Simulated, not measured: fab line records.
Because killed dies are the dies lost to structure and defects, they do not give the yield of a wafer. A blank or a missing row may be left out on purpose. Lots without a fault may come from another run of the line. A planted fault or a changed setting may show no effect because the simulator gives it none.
fab line records | flow n5Finfet
[record] lots = 24 wafers = 72 lastDay = 18
route steps=1938 shown BEOL_M11@1537 BEOL_M12@1616 BEOL_M13@1670
lots untouched by any fault: they come from a run of this same line in which no faults occurred
startH: start of the lot's first displayed wafer, in hours after the record's first day | waitH: hours elapsed since this lot's preceding step | " repeats the value in the row above | L1.1+2: a single row standing in for several wafers | - no value present, or no start provided | * or withheld: withheld | < > ~ a bound
route shown NAME@n: names a module that has steps shown in the file, with the first one's number in the route | usual: average and standard deviation across the fault-free wafers | same: alike in all rows | chamber/n: place in a boat | sites: per-site readings | _std_site: the standard deviation of these | _edge_site: the outer-site mean with the inner-site mean subtracted | radiusMm: for every site, how far away it sits from the centre of the wafer | mask NAME#n: copy n | behind: the last tool/chamber to shape the wafer | hold: cause of the lot's hold/its duration in hours/its outcome | device: transistor that didn't switch, given as n, p or np | end of line: tests run on the same wafers once the route is complete | a step with no rows: only its recipe | killed: dies lost to structure and defects at the first sort, not the wafer's yield | map: the dies of a wafer, with x for killed, . for not killed, _ for no die there
set.NAME: the run value of the setting; set.NAME@STEP: its run value at that earlier step | model.NAME: the simulator's own value behind a step, which no gauge read
one table for each step of the route and one row for each wafer, over a sample of lots
services: a tool's chamber out of use, with start hour (startH, from the record's first day; less than 0 if before it), hours out, and reason
[[steps]]
[step N5_BEOL_M11_CURE_71]
[recipe] tempC = 385 timeS = 240 ambient = He/Ar material = SiCOH_lowk
[usual] lampPowerPct = 52.31/0.053 wafer_temp_C_max = 387.0/0.5
// columns lot.wafer tool chamber startH waitH lampPowerPct wafer_temp_C_max
L074.2 uvCure-03 1 216.36 0.2 52.34 387.4
L074.3 " 1 " " 52.24 387.1
L074.4 " 1 " " 52.23 387.4
L075.2 uvCure-03 1 220.31 0.1 52.28 387.9
L075.4 " 1 " " 52.32 387.8
L075.5 " 1 " " 52.32 388.0
L076.1 uvCure-01 1 223.85 0.0 52.21 386.9
L076.3 " 1 " " 52.40 387.8
L076.4 " 1 " " 52.27 387.1
L077.1 uvCure-03 2 233.55 0.0 52.34 387.6
L077.4 " 2 " " 52.38 388.0
L077.6 " 2 " " 52.27 387.6
L078.1 uvCure-01 2 233.82 0.0 52.38 386.4
L078.3 " 2 " " 52.31 386.5
L078.6 " 2 " " 52.26 386.9
L079.1 uvCure-03 2 240.67 0.0 52.32 387.1
L079.3 " 2 " " 52.41 386.9
L079.5 " 2 " " 52.38 387.1
L080.1 uvCure-02 2 251.28 0.0 52.23 387.1
L080.2 " 2 " " 52.28 386.8
L080.4 " 2 " " 52.32 386.2
L081.1 uvCure-01 1 269.53 0.0 52.43 387.5
L081.2 " 1 " " 52.31 387.4
L081.3 " 1 " " 52.32 387.1
L082.1 uvCure-03 2 276.86 0.1 52.33 387.4
L082.2 " 2 " " 52.35 386.8
L082.6 " 2 " " 52.21 386.7
L083.1 uvCure-02 2 286.91 0.0 52.37 387.1
L083.2 " 2 " " 52.37 386.1
L083.4 " 2 " " 52.35 386.3
L084.1 uvCure-01 2 294.10 0.0 52.34 386.5
L084.3 " 2 " " 52.32 386.5
L084.6 " 2 " " 52.22 386.8
L085.2 uvCure-01 2 295.69 0.1 52.30 387.2
L085.3 " 2 " " 52.34 386.9
L085.6 " 2 " " 52.23 386.5
L086.2 uvCure-01 1 299.20 0.1 52.32 386.8
L086.3 " 1 " " 52.29 386.7
L086.4 " 1 " " 52.32 387.1
L088.1 uvCure-01 1 300.06 0.0 52.30 387.2
L088.2 " 1 " " 52.28 386.7
L088.5 " 1 " " 52.39 387.2
L089.1 uvCure-01 1 307.36 0.0 52.34 386.5
L089.5 " 1 " " 52.31 386.8
L089.6 " 1 " " 52.23 387.2
L087.2 uvCure-01 0 308.01 0.1 52.29 387.5
L087.4 " 0 " " 52.40 387.5
L087.6 " 0 " " 52.24 388.2
L090.1 uvCure-02 0 313.47 0.0 52.22 386.0
L090.3 " 0 " " 52.30 385.9
L090.5 " 0 " " 52.30 386.4
L094.2 uvCure-02 0 335.85 0.1 52.29 386.5
L094.5 " 0 " " 52.22 386.2
L094.6 " 0 " " 52.24 386.2
L092.1 uvCure-02 2 341.29 0.0 52.30 386.5
L092.2 " 2 " " 52.32 387.4
L092.5 " 2 " " 52.32 386.7
L091.2 uvCure-02 2 341.85 0.4 52.35 386.3
L091.3 " 2 " " 52.31 386.4
L091.4 " 2 " " 52.41 387.1
L093.2 uvCure-03 2 342.66 0.8 52.28 387.7
L093.4 " 2 " " 52.30 387.3
L093.6 " 2 " " 52.35 387.0
L096.1 uvCure-03 2 360.24 0.0 52.36 386.7
L096.2 " 2 " " 52.30 386.8
L096.3 " 2 " " 52.34 387.2
L095.1 uvCure-02 0 360.62 0.2 52.26 386.8
L095.3 " 0 " " 52.29 386.1
L095.4 " 0 " " 52.23 386.1
L097.1 uvCure-02 1 366.08 0.0 52.32 387.0
L097.4 " 1 " " 52.29 387.4
L097.5 " 1 " " 52.36 387.1
[step N5_BEOL_M11_OVL_MEAS_12]
[recipe] pointsPerWafer = 44
[usual] M11_OVL = -0.2/0.81
// columns lot.wafer tool chamber startH waitH M11_OVL[nm]
L074.2 overlay-02 0 218.53 0.0 -0.6
L074.3 " 0 " " -0.7
L074.4 " 0 " " -1.0
L075.2 overlay-02 0 222.00 0.0 0.8
L075.4 " 0 " " -0.8
L075.5 " 0 " " -0.8
L076.1 overlay-01 0 225.34 0.0 -0.6
L076.3 " 0 " " 0.4
L076.4 " 0 " " 0.5
L077.1 overlay-02 0 236.05 0.0 0.0
L077.4 " 0 " " -2.3
L077.6 " 0 " " -2.6
L078.1 overlay-02 0 236.25 0.0 0.8
L078.3 " 0 " " 0.3
L078.6 " 0 " " 0.3
L079.1 overlay-02 0 244.07 0.0 -0.1
L079.3 " 0 " " 0.5
L079.5 " 0 " " -0.6
L080.1 overlay-02 0 252.63 0.0 -0.7
L080.2 " 0 " " -0.9
L080.4 " 0 " " -1.1
L081.1 overlay-02 0 272.15 0.0 0.7
L081.2 " 0 " " 0.0
L081.3 " 0 " " 0.2
L082.1 overlay-01 0 278.89 0.0 -0.5
L082.2 " 0 " " 0.4
L082.6 " 0 " " -0.9
L083.1 overlay-01 0 288.62 0.0 -0.9
L083.2 " 0 " " -0.3
L083.4 " 0 " " 0.3
L084.1 overlay-01 0 297.67 0.0 -0.2
L084.3 " 0 " " 0.8
L084.6 " 0 " " -0.6
L085.2 overlay-02 0 298.18 0.0 0.1
L085.3 " 0 " " 0.7
L085.6 " 0 " " -0.9
L086.2 overlay-01 0 301.56 0.0 -0.3
L086.3 " 0 " " 0.2
L086.4 " 0 " " -0.7
L088.1 overlay-02 0 302.06 0.0 0.2
L088.2 " 0 " " -0.2
L088.5 " 0 " " 0.1
L089.1 overlay-01 0 309.05 0.0 0.5
L089.5 " 0 " " 0.7
L089.6 " 0 " " -1.2
L087.2 overlay-01 0 309.42 0.0 -0.4
L087.4 " 0 " " -0.3
L087.6 " 0 " " -0.1
L090.1 overlay-02 0 315.21 0.0 -0.9
L090.3 " 0 " " -0.3
L090.5 " 0 " " -1.9
L094.2 overlay-01 0 337.74 0.0 -1.6
L094.5 " 0 " " -0.9
L094.6 " 0 " " -1.9
L092.1 overlay-02 0 344.08 0.0 -0.3
L092.2 " 0 " " -0.1
L092.5 " 0 " " 0.0
L091.2 overlay-02 0 344.28 0.0 1.2
L091.3 " 0 " " -1.1
L091.4 " 0 " " 0.2
L093.2 overlay-02 0 344.53 0.0 0.2
L093.4 " 0 " " -0.9
L093.6 " 0 " " -0.6
L096.1 overlay-02 0 362.43 0.0 0.3
L096.2 " 0 " " 1.1
L096.3 " 0 " " 0.3
L095.1 overlay-02 0 362.59 0.0 0.6
L095.3 " 0 " " 0.1
L095.4 " 0 " " -0.7
L097.1 overlay-02 0 367.84 0.0 1.6
L097.4 " 0 " " -0.4
L097.5 " 0 " " 0.6
[step N5_BEOL_M12_ETCH_59]
[recipe] chemistry = N2/H2 target = BARC targetDepthA = 890 overetchA = 267 timeS = 67.9 ionEnergyEv = 200 pressureMtorr = 30 sourceW = 840 biasW = 150 n2FlowSccm = 200 h2FlowSccm = 200
[usual] drypumpMotorCurrentA = 5.7/0.38 oesProductAu = 0.68/0.071 rfVppV = 524.3/1.9 showerheadPlenumPTorr = 2.55/0.058 throttleValvePct = 17.76/0.27
// columns lot.wafer tool chamber startH waitH drypumpMotorCurrentA oesProductAu rfHoursCounterH rfVppV showerheadPlenumPTorr throttleValvePct
L074.2 rieDiel-04 0 226.31 0.0 6.1 0.63 189 523.3 2.52 18.14
L074.3 " 3 " " 6.0 0.60 226 527.0 2.60 17.83
L074.4 " 1 " " 6.0 0.70 - 525.1 2.59 17.98
L075.2 rieDiel-04 3 227.78 0.0 6.0 0.61 227 526.4 2.60 17.85
L075.4 " 1 " " 6.0 0.70 - 526.4 2.59 17.98
L075.5 " 0 " " 6.1 0.63 - 522.7 2.52 18.13
L076.1 rieDiel-04 3 231.36 0.0 5.9 0.60 229 526.0 2.60 17.83
L076.3 " 1 " " 6.0 0.70 61 525.0 2.59 17.97
L076.4 " 0 " " 6.1 0.63 - 524.1 2.52 18.14
L077.1 rieDiel-03 0 241.02 0.0 5.3 0.67 125 525.6 2.65 17.54
L077.4 " 3 " " 5.9 0.78 11 524.6 2.60 17.56
L077.6 " 3 " " 5.9 0.78 - 525.2 2.60 17.57
L078.1 rieDiel-03 0 242.88 0.0 5.3 0.67 125 526.6 2.65 17.55
L078.3 " 2 " " 5.2 0.64 189 522.4 2.51 17.66
L078.6 " 3 " " 5.9 0.79 - 525.5 2.60 17.56
L079.1 rieDiel-04 3 251.66 0.0 5.9 0.59 236 525.0 2.60 17.83
L079.3 " 1 " " 6.0 0.69 68 525.4 2.58 17.98
L079.5 " 1 " " 6.0 0.70 - 525.5 2.58 18.00
L080.1 rieDiel-03 1 260.53 0.0 5.4 0.63 165 523.7 2.55 17.73
L080.2 " 0 " " 5.3 0.66 130 527.3 2.65 17.55
L080.4 " 2 " " 5.2 0.64 194 522.9 2.51 17.67
L081.1 rieDiel-03 0 278.12 0.0 5.3 0.66 136 528.4 2.65 17.57
L081.2 " 2 " " 5.2 0.63 201 523.6 2.51 17.68
L081.3 " 1 " " 5.4 0.63 171 522.8 2.54 17.78
L082.1 rieDiel-01 0 285.12 0.0 5.8 0.61 206 525.1 2.51 17.83
L082.2 " 3 " " 6.2 0.69 75 527.6 2.67 17.61
L082.6 " 2 " " 4.8 0.59 - 521.6 2.42 18.12
L083.1 rieDiel-01 1 294.84 0.0 5.1 0.82 5 526.2 2.61 17.50
L083.2 " 2 " " 4.8 0.59 227 520.5 2.42 18.14
L083.4 " 0 " " 5.8 0.61 209 523.0 2.51 17.83
L085.2 rieDiel-03 2 304.65 0.0 5.2 0.63 209 523.3 2.50 17.69
L085.3 " 3 " " 5.9 0.75 29 525.2 2.60 17.59
L085.6 " 3 " " 5.9 0.75 - 524.6 2.60 17.59
L084.1 rieDiel-03 3 306.05 0.0 5.9 0.75 29 526.0 2.60 17.58
L084.3 " 2 " " 5.2 0.63 210 522.5 2.50 17.70
L084.6 " 1 " " 5.4 0.62 - 524.1 2.54 17.78
L086.2 rieDiel-03 2 306.82 0.0 5.2 0.63 210 525.1 2.50 17.69
L086.3 " 0 " " 5.3 0.66 143 528.9 2.64 17.58
L086.4 " 3 " " 5.9 0.75 30 526.8 2.60 17.60
L088.1 rieDiel-03 1 308.81 0.0 5.4 0.62 182 522.9 2.54 17.76
L088.2 " 0 " " 5.3 0.66 144 527.8 2.64 17.57
L088.5 " 1 " " 5.4 0.63 - 523.5 2.54 17.78
L087.2 rieDiel-04 0 315.79 0.0 6.0 0.61 222 523.7 2.51 18.20
L087.4 " 3 " " 5.9 0.86 2 525.3 2.59 17.47
L087.6 " 1 " " 6.0 0.68 - 523.5 2.58 18.02
L089.1 rieDiel-04 3 316.32 0.0 5.9 0.85 2 526.6 2.59 17.48
L089.5 " 3 " " 5.9 0.85 - 525.3 2.59 17.46
L089.6 " 2 " " 6.1 0.75 - 523.4 2.49 17.35
L090.1 rieDiel-03 3 321.36 0.0 5.9 0.74 36 526.0 2.59 17.61
L090.3 " 0 " " 5.3 0.65 149 527.2 2.64 17.59
L090.5 " 0 " " 5.3 0.65 - 528.5 2.64 17.59
L094.2 rieDiel-04 3 345.81 0.0 5.9 0.82 14 524.8 2.59 17.48
L094.5 " 2 " " 6.0 0.73 - 521.6 2.48 17.37
L094.6 " 1 " " 6.0 0.66 - 524.7 2.57 18.05
L091.2 rieDiel-04 0 352.18 0.0 6.1 0.60 242 523.6 2.50 18.22
L091.3 " 3 " " 5.9 0.80 17 527.2 2.59 17.50
L091.4 " 1 " " 6.0 0.66 108 524.5 2.57 18.06
L093.2 rieDiel-04 0 352.71 0.0 6.1 0.60 242 522.5 2.50 18.21
L093.4 " 1 " " 6.0 0.66 108 524.9 2.57 18.06
L093.6 " 2 " " 6.1 0.72 - 521.7 2.48 17.37
L092.1 rieDiel-04 1 353.11 0.0 6.0 0.66 108 522.8 2.57 18.06
L092.2 " 3 " " 5.9 0.80 17 525.3 2.59 17.49
L092.5 " 1 " " 6.0 0.66 - 525.0 2.57 18.05
L095.1 rieDiel-04 0 369.34 0.0 6.0 0.60 248 522.9 2.50 18.24
L095.3 " 1 " " 6.0 0.64 118 525.5 2.56 18.06
L095.4 " 0 " " 6.0 0.60 - 523.9 2.50 18.25
L096.1 rieDiel-04 2 369.61 0.0 6.1 0.72 61 522.6 2.47 17.40
L096.2 " 0 " " 6.1 0.60 249 523.5 2.50 18.22
L096.3 " 1 " " 6.0 0.65 118 523.0 2.56 18.07
L097.1 rieDiel-03 2 375.30 0.0 5.2 0.60 245 523.4 2.49 17.76
L097.4 " 1 " " 5.4 0.60 217 522.2 2.52 17.82
L097.5 " 1 " " 5.4 0.60 - 523.5 2.52 17.84
[step N5_BEOL_M12_ETCH_67]
[recipe] chemistry = CF4 target = SiARC targetDepthA = 1430 timeS = 238.3 ionEnergyEv = 80 pressureMtorr = 40 sourceW = 545 biasW = 36 Ar_flow_sccm = 100 cf4FlowSccm = 100 ends = cleared
[usual] drypumpMotorCurrentA = 5.7/0.43 etchRfOnTimeS = 238/4.9 oesProductAu = 0.66/0.068 rfVppV = 184.1/1 showerheadPlenumPTorr = 2.14/0.052 throttleValvePct = 15.57/0.24
// columns lot.wafer tool chamber startH waitH drypumpMotorCurrentA etchRfOnTimeS oesProductAu rfHoursCounterH rfVppV showerheadPlenumPTorr throttleValvePct
L074.2 rieDiel-01 2 227.76 0.0 4.8 237 0.61 198 183.7 2.04 15.75
L074.3 " 1 " " 5.1 230 0.60 258 184.0 2.19 15.69
L074.4 " 2 " " 4.8 235 0.61 - 182.2 2.04 15.77
L075.2 rieDiel-01 0 228.74 0.0 5.8 242 0.63 181 184.8 2.13 15.54
L075.4 " 0 " " 5.8 240 0.63 - 182.9 2.13 15.52
L075.5 " 2 " " 4.8 237 0.61 - 183.3 2.04 15.76
L076.1 rieDiel-03 0 232.47 0.0 5.3 239 0.67 121 186.4 2.23 15.37
L076.3 " 1 " " 5.4 244 0.63 157 186.0 2.14 15.43
L076.4 " 2 " " 5.2 234 0.65 186 182.9 2.13 15.53
L077.1 rieDiel-01 2 241.97 0.0 4.8 237 0.60 205 182.7 2.04 15.76
L077.4 " 2 " " 4.8 238 0.60 - 182.7 2.04 15.78
L077.6 " 0 " " 5.9 240 0.62 - 182.8 2.13 15.56
L078.1 rieDiel-04 0 243.93 0.0 6.1 245 0.61 196 184.3 2.12 15.92
L078.3 " 3 " " 5.9 239 0.59 234 184.7 2.19 15.69
L078.6 " 3 " " 5.9 238 0.61 - 184.9 2.19 15.67
L079.1 rieDiel-04 2 252.63 0.0 6.0 234 0.80 8 183.4 2.11 15.12
L079.3 " 0 " " 6.1 242 0.61 199 183.9 2.12 15.91
L079.5 " 3 " " 5.9 240 0.60 - 185.6 2.19 15.68
L080.1 rieDiel-03 2 261.44 0.0 5.2 235 0.65 194 183.9 2.13 15.55
L080.2 " 1 " " 5.4 245 0.62 166 183.0 2.13 15.44
L080.4 " 0 " " 5.3 239 0.67 130 184.9 2.23 15.39
L081.1 rieDiel-01 0 279.04 0.0 5.8 242 0.61 204 184.9 2.12 15.56
L081.2 " 2 " " 4.8 241 0.59 221 183.5 2.04 15.80
L081.3 " 3 " " 6.1 236 0.69 73 186.2 2.26 15.53
L082.1 rieDiel-01 1 286.02 0.0 5.1 228 0.86 1 185.8 2.19 15.16
L082.2 " 2 " " 4.8 240 0.59 224 182.8 2.04 15.80
L082.6 " 2 " " 4.8 240 0.59 - 182.6 2.04 15.79
L083.1 rieDiel-03 1 295.87 0.0 5.4 243 0.62 176 183.7 2.13 15.46
L083.2 " 0 " " 5.3 239 0.66 140 184.2 2.22 15.41
L083.4 " 0 " " 5.3 236 0.66 - 186.5 2.22 15.41
L085.2 rieDiel-03 1 305.56 0.0 5.4 245 0.62 181 184.0 2.13 15.48
L085.3 " 0 " " 5.3 240 0.66 142 185.7 2.22 15.42
L085.6 " 2 " " 5.2 233 0.63 - 182.4 2.13 15.58
L084.1 rieDiel-04 0 306.96 0.0 6.0 245 0.61 219 183.6 2.11 15.95
L084.3 " 1 " " 6.0 240 0.67 86 184.5 2.16 15.72
L084.6 " 0 " " 6.0 246 0.60 - 184.5 2.11 15.95
L086.2 rieDiel-03 0 309.20 0.0 5.3 238 0.65 144 184.7 2.22 15.40
L086.3 " 2 " " 5.2 235 0.62 212 184.1 2.12 15.59
L086.4 " 1 " " 5.4 244 0.62 183 183.1 2.13 15.47
L088.1 rieDiel-03 2 311.80 0.0 5.2 232 0.63 214 183.3 2.12 15.58
L088.2 " 0 " " 5.3 237 0.66 145 184.7 2.22 15.41
L088.5 " 2 " " 5.2 233 0.64 - 183.8 2.12 15.59
L087.2 rieDiel-04 0 317.27 0.0 6.0 243 0.60 223 185.7 2.11 15.97
L087.4 " 2 " " 6.1 235 0.76 31 183.9 2.10 15.16
L087.6 " 1 " " 6.0 241 0.67 - 184.9 2.16 15.74
L089.1 rieDiel-03 2 318.56 0.0 5.2 234 0.63 217 184.1 2.12 15.60
L089.5 " 3 " " 5.9 233 0.75 - 184.4 2.19 15.34
L089.6 " 2 " " 5.2 237 0.63 - 184.2 2.12 15.59
L090.1 rieDiel-04 2 322.70 0.0 6.1 234 0.75 34 182.6 2.10 15.18
L090.3 " 1 " " 6.0 243 0.67 93 185.9 2.15 15.74
L090.5 " 2 " " 6.1 235 0.75 - 182.4 2.10 15.17
L094.2 rieDiel-03 3 346.91 0.0 5.9 230 0.73 49 185.3 2.19 15.36
L094.5 " 2 " " 5.2 233 0.62 - 183.1 2.12 15.63
L094.6 " 1 " " 5.4 240 0.61 - 185.0 2.12 15.50
L091.2 rieDiel-04 2 353.96 0.0 6.1 236 0.73 52 184.7 2.09 15.22
L091.3 " 3 " " 5.9 229 0.82 18 184.9 2.18 15.25
L091.4 " 0 " " 6.1 243 0.59 243 184.1 2.11 16.01
L093.2 rieDiel-03 0 354.72 0.0 5.3 242 0.64 167 184.0 2.21 15.47
L093.4 " 3 " " 5.9 234 0.72 53 184.7 2.19 15.39
L093.6 " 1 " " 5.4 247 0.60 - 184.6 2.12 15.50
L092.1 rieDiel-04 1 355.03 0.0 6.0 241 0.65 109 185.0 2.15 15.79
L092.2 " 3 " " 5.9 228 0.82 18 184.3 2.18 15.25
L092.5 " 0 " " 6.1 241 0.59 - 183.4 2.11 16.02
L095.1 rieDiel-04 0 371.21 0.0 6.1 243 0.59 250 184.5 2.10 16.02
L095.3 " 1 " " 6.0 240 0.64 119 183.9 2.15 15.79
L095.4 " 1 " " 6.0 239 0.64 - 184.4 2.15 15.78
L096.1 rieDiel-04 1 371.70 0.0 6.0 241 0.64 119 184.4 2.15 15.79
L096.2 " 0 " " 6.1 244 0.59 250 183.8 2.10 16.01
L096.3 " 2 " " 6.1 238 0.71 62 183.2 2.09 15.22
L097.1 rieDiel-04 0 377.07 0.0 6.1 242 0.58 254 184.7 2.10 16.04
L097.4 " 1 " " 6.0 237 0.65 - 183.7 2.14 15.80
L097.5 " 2 " " 6.0 237 0.71 - 184.0 2.09 15.24
[step N5_BEOL_M13_OVL_MEAS_11]
[recipe] pointsPerWafer = 44
[usual] V12_OVL = 0/5.2
// columns lot.wafer tool chamber startH waitH V12_OVL[nm]
L074.2 overlay-01 0 231.65 0.0 -6
L074.3 " 0 " " 1
L074.4 " 0 " " -3
L075.2 overlay-01 0 232.34 0.0 -3
L075.4 " 0 " " 5
L075.5 " 0 " " 6
L076.1 overlay-01 0 238.61 0.0 3
L076.3 " 0 " " 5
L076.4 " 0 " " -10
L077.1 overlay-02 0 246.53 0.0 3
L077.4 " 0 " " -2
L077.6 " 0 " " 2
L078.1 overlay-02 0 248.47 0.0 -3
L078.3 " 0 " " -1
L078.6 " 0 " " 0
L079.1 overlay-01 0 260.66 0.0 -9
L079.3 " 0 " " -9
L079.5 " 0 " " -11
L080.1 overlay-01 0 266.11 0.0 0
L080.2 " 0 " " 8
L080.4 " 0 " " -5
L081.1 overlay-02 0 282.34 0.0 0
L081.2 " 0 " " 0
L081.3 " 0 " " 2
L082.1 overlay-02 0 290.21 0.0 7
L082.2 " 0 " " -2
L082.6 " 0 " " 2
L083.1 overlay-02 0 300.71 0.0 6
L083.2 " 0 " " -1
L083.4 " 0 " " -6
L085.2 overlay-01 0 308.89 0.0 -2
L085.3 " 0 " " 5
L085.6 " 0 " " 2
L084.1 overlay-01 0 311.10 0.0 1
L084.3 " 0 " " -2
L084.6 " 0 " " -5
L086.2 overlay-02 0 314.27 0.0 3
L086.3 " 0 " " -7
L086.4 " 0 " " 3
L088.1 overlay-01 0 320.51 0.0 -1
L088.2 " 0 " " 0
L088.5 " 0 " " -2
L087.2 overlay-02 0 320.67 0.0 3
L087.4 " 0 " " 2
L087.6 " 0 " " -3
L089.1 overlay-02 0 325.32 0.0 4
L089.5 " 0 " " 6
L089.6 " 0 " " 3
L090.1 overlay-02 0 328.43 0.0 3
L090.3 " 0 " " 6
L090.5 " 0 " " 7
L094.2 overlay-02 0 351.94 0.0 -2
L094.5 " 0 " " -3
L094.6 " 0 " " -2
L091.2 overlay-02 0 358.17 0.0 -2
L091.3 " 0 " " -14
L091.4 " 0 " " 0
L093.2 overlay-02 0 358.43 0.0 8
L093.4 " 0 " " 1
L093.6 " 0 " " -1
L092.1 overlay-01 0 358.59 0.0 0
L092.2 " 0 " " 0
L092.5 " 0 " " -5
L095.1 overlay-02 0 375.64 0.1 3
L095.3 " 0 " " 6
L095.4 " 0 " " 7
L096.1 overlay-02 0 376.29 0.0 5
L096.2 " 0 " " 3
L096.3 " 0 " " 1
L097.1 overlay-01 0 384.70 0.0 -1
L097.4 " 0 " " 5
L097.5 " 0 " " 1
[step N5_BEOL_M13_ETCH_59]
[recipe] chemistry = N2/H2 target = BARC targetDepthA = 890 overetchA = 267 timeS = 67.9 ionEnergyEv = 200 pressureMtorr = 30 sourceW = 840 biasW = 150 n2FlowSccm = 200 h2FlowSccm = 200
[usual] drypumpMotorCurrentA = 5.6/0.53 oesProductAu = 0.67/0.072 rfVppV = 525.9/2.4 showerheadPlenumPTorr = 2.61/0.09 throttleValvePct = 17.93/0.3
// columns lot.wafer tool chamber startH waitH drypumpMotorCurrentA oesProductAu rfHoursCounterH rfVppV showerheadPlenumPTorr throttleValvePct
L074.2 rieDiel-02 0 231.84 0.0 5.2 0.62 172 526.2 2.63 18.10
L074.3 " 2 " " 5.0 0.79 18 528.4 2.70 17.42
L074.4 " 3 " " 5.5 0.63 167 526.7 2.64 18.09
L075.2 rieDiel-06 3 232.43 0.0 6.4 0.63 171 527.3 2.64 17.82
L075.4 " 2 " " 5.9 0.81 2 522.2 2.50 17.78
L075.5 " 2 " " 5.9 0.81 - 522.4 2.50 17.78
L076.1 rieDiel-05 1 238.71 0.0 5.7 0.72 66 525.7 2.57 17.96
L076.3 " 3 " " 5.6 0.62 182 527.6 2.65 17.83
L076.4 " 0 " " 6.1 0.60 236 519.4 2.40 18.15
L077.1 rieDiel-06 3 246.80 0.0 6.4 0.63 175 526.6 2.64 17.82
L077.4 " 0 " " 5.1 0.62 175 520.9 2.41 17.81
L077.6 " 3 " " 6.4 0.62 - 527.0 2.64 17.83
L078.1 rieDiel-06 3 248.56 0.0 6.4 0.63 176 525.6 2.64 17.82
L078.3 " 2 " " 5.9 0.79 7 523.4 2.50 17.79
L078.6 " 1 " " 6.6 0.72 - 530.4 2.70 17.59
L079.1 rieDiel-02 0 260.75 0.0 5.2 0.62 179 527.4 2.62 18.14
L079.3 " 2 " " 5.0 0.77 25 527.9 2.70 17.42
L079.5 " 2 " " 5.0 0.77 - 528.8 2.70 17.42
L080.1 rieDiel-02 1 266.20 0.0 5.7 0.80 24 528.2 2.71 18.27
L080.2 " 0 " " 5.2 0.62 181 526.8 2.62 18.14
L080.4 " 3 " " 5.5 0.62 175 527.0 2.64 18.09
L081.1 rieDiel-06 2 282.44 0.0 5.9 0.77 17 524.1 2.49 17.79
L081.2 " 3 " " 6.5 0.62 187 526.7 2.63 17.85
L081.3 " 1 " " 6.6 0.71 67 527.7 2.69 17.61
L082.1 rieDiel-06 3 290.30 0.0 6.5 0.62 189 525.1 2.63 17.86
L082.2 " 2 " " 5.9 0.76 19 522.4 2.49 17.81
L082.6 " 1 " " 6.6 0.71 - 528.7 2.69 17.61
L083.1 rieDiel-06 2 300.80 0.0 5.9 0.76 20 522.1 2.49 17.80
L083.2 " 3 " " 6.5 0.62 192 525.2 2.63 17.86
L083.4 " 1 " " 6.6 0.70 72 529.4 2.69 17.62
L085.2 rieDiel-02 3 309.10 0.0 5.5 0.61 187 527.7 2.63 18.13
L085.3 " 0 " " 5.2 0.62 193 526.6 2.62 18.14
L085.6 " 0 " " 5.2 0.61 - 525.9 2.62 18.15
L084.1 rieDiel-06 2 311.60 0.0 5.9 0.75 23 520.5 2.49 17.81
L084.3 " 1 " " 6.6 0.70 75 528.9 2.69 17.64
L084.6 " 0 " " 5.1 0.61 - 521.3 2.41 17.85
L086.2 rieDiel-02 2 314.37 0.0 5.0 0.76 40 530.7 2.69 17.45
L086.3 " 1 " " 5.7 0.77 38 526.6 2.71 18.30
L086.4 " 0 " " 5.2 0.61 195 526.4 2.62 18.16
L088.1 rieDiel-02 0 320.60 0.0 5.2 0.61 196 526.1 2.62 18.17
L088.2 " 2 " " 5.0 0.76 41 527.3 2.69 17.45
L088.5 " 3 " " 5.5 0.61 - 525.6 2.63 18.12
L087.2 rieDiel-05 1 320.76 0.0 5.7 0.69 89 524.3 2.56 17.99
L087.4 " 1 " " 5.7 0.70 - 524.9 2.56 17.98
L087.6 " 3 " " 5.6 0.61 - 525.8 2.64 17.87
L089.1 rieDiel-05 2 325.77 0.0 5.0 0.60 236 526.7 2.63 18.65
L089.5 " 2 " " 5.0 0.60 - 527.4 2.63 18.64
L089.6 " 3 " " 5.6 0.61 - 526.0 2.64 17.86
L090.1 rieDiel-05 3 329.10 0.0 5.6 0.60 211 527.4 2.64 17.86
L090.3 " 2 " " 5.0 0.60 238 525.2 2.63 18.65
L090.5 " 2 " " 5.0 0.60 - 526.8 2.63 18.65
L094.2 rieDiel-05 1 352.03 0.0 5.7 0.68 102 525.0 2.56 18.02
L094.5 " 3 " " 5.6 0.60 - 526.2 2.64 17.89
L094.6 " 0 " " 6.2 0.79 - 528.3 2.71 17.73
L091.2 rieDiel-06 1 358.26 0.0 6.6 0.69 88 529.4 2.68 17.64
L091.3 " 3 " " 6.5 0.61 209 525.2 2.62 17.87
L091.4 " 2 " " 5.9 0.73 37 522.8 2.48 17.85
L093.2 rieDiel-05 0 358.52 0.0 6.2 0.77 7 529.6 2.71 17.76
L093.4 " 1 " " 5.7 0.68 - 524.8 2.56 18.02
L093.6 " 0 " " 6.2 0.79 - 527.7 2.71 17.75
L092.1 rieDiel-02 1 358.68 0.0 5.7 0.75 50 527.5 2.70 18.30
L092.2 " 0 " " 5.2 0.60 208 526.2 2.61 18.18
L092.5 " 3 " " 5.5 0.60 - 525.8 2.63 18.17
L095.1 rieDiel-02 3 375.75 0.0 5.5 0.61 207 526.5 2.62 18.15
L095.3 " 0 " " 5.2 0.60 213 526.2 2.61 18.19
L095.4 " 2 " " 5.0 0.74 56 528.9 2.68 17.46
L096.1 rieDiel-02 3 376.38 0.0 5.5 0.60 207 525.0 2.62 18.17
L096.2 " 2 " " 5.0 0.74 56 527.4 2.69 17.48
L096.3 " 1 " " 5.7 0.75 55 527.8 2.70 18.33
L097.1 rieDiel-06 3 384.92 0.0 6.5 0.61 218 526.5 2.62 17.90
L097.4 " 2 " " 5.9 0.72 46 523.5 2.48 17.86
L097.5 " 0 " " 5.1 0.59 - 521.6 2.40 17.88
[[services]]
// columns tool chamber startH hours kind
rieDiel-02 2 209.65 5.9 repair
rieDiel-03 - 211.67 1.7 repair
rieDiel-06 - 213.63 0.3 repair
uvCure-02 - 237.61 1.0 pm
uvCure-02 - 258.42 3.4 pm
uvCure-02 - 274.44 6.0 pm
rieDiel-04 1 287.30 4.7 repair
rieDiel-06 2 290.72 8.7 repair
rieDiel-03 3 291.56 6.8 repair
rieDiel-03 - 293.56 1.1 repair
rieDiel-03 0 296.71 5.3 repair
rieDiel-04 - 308.37 4.3 pm
rieDiel-06 1 313.56 3.6 repair
rieDiel-04 3 321.46 9.9 repair
rieDiel-06 - 324.61 2.8 pm
rieDiel-02 2 330.09 1.6 repair
uvCure-01 - 339.05 15.0 repair
rieDiel-06 0 339.69 7.4 repair
uvCure-01 - 359.17 2.1 pm
rieDiel-04 0 360.70 5.8 repair
uvCure-01 - 361.30 6.0 pm
rieDiel-04 3 368.33 39.2 repair
rieDiel-03 1 380.94 2.6 repair
rieDiel-04 1 381.81 1.8 repair
[[key]]
fault none
